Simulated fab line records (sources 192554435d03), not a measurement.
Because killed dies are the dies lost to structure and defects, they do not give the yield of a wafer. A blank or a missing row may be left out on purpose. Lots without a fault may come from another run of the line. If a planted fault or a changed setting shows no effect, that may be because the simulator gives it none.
Chamber matching + flow n5-finfet + 4 sister chambers for N5_DUMMY_GATE_ETCH_44 on rie-si-05
The step etches poly-Si in HBr/O2, stops on SiO2, target depth 127.5 nm. 4 wafers are shown with their chamber, then 7 later ones without.

## WAFERS, EACH WITH ITS CHAMBER
| wafer  | chamber | drypump-motor-current-A (A) |
|--------|---------|-----------------------------|
| L083.6 | 3       | 6.0                         |
| L084.3 | 1       | 5.7                         |
| L086.1 | 2       | 5.9                         |
| L086.3 | 0       | 6.4                         |

## WAFERS MISSING THEIR CHAMBER
| wafer  | drypump-motor-current-A (A) |
|--------|-----------------------------|
| L086.5 | 5.9                         |
| L088.2 | 6.4                         |
| L088.4 | 5.8                         |
| L088.5 | 5.9                         |
| L090.1 | 5.9                         |
| L090.3 | 6.0                         |
| L090.5 | 6.0                         |

## WHICH CHAMBER EACH WENT THROUGH
| wafer  | from the rows above     | in truth |
|--------|-------------------------|----------|
| L086.5 | 2                       | 2        |
| L088.2 | 0                       | 0        |
| L088.4 | can't be placed: 1 or 2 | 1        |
| L088.5 | 2                       | 2        |
| L090.1 | 2                       | 2        |
| L090.3 | 3                       | 3        |
| L090.5 | 3                       | 3        |
Placed correctly: 6 of 7. Cannot be placed on the basis of these rows: 1; the candidates contain the true chamber in 1. Wrongly placed: 0.
How it was worked out, from the rows above alone: a wafer's distance from a chamber is the root of the sum, over the readings, of the square of ((its reading less the chamber's mean) divided by the reading's scatter). The wafer belongs to the nearest chamber; if the next one is less than 2 further off, it can't be placed. The mean given for a chamber averages the wafers shown for that chamber. The scatter: with one shown wafer a chamber, the root of the mean of the squares of how far each hidden wafer lies from its nearest shown one.
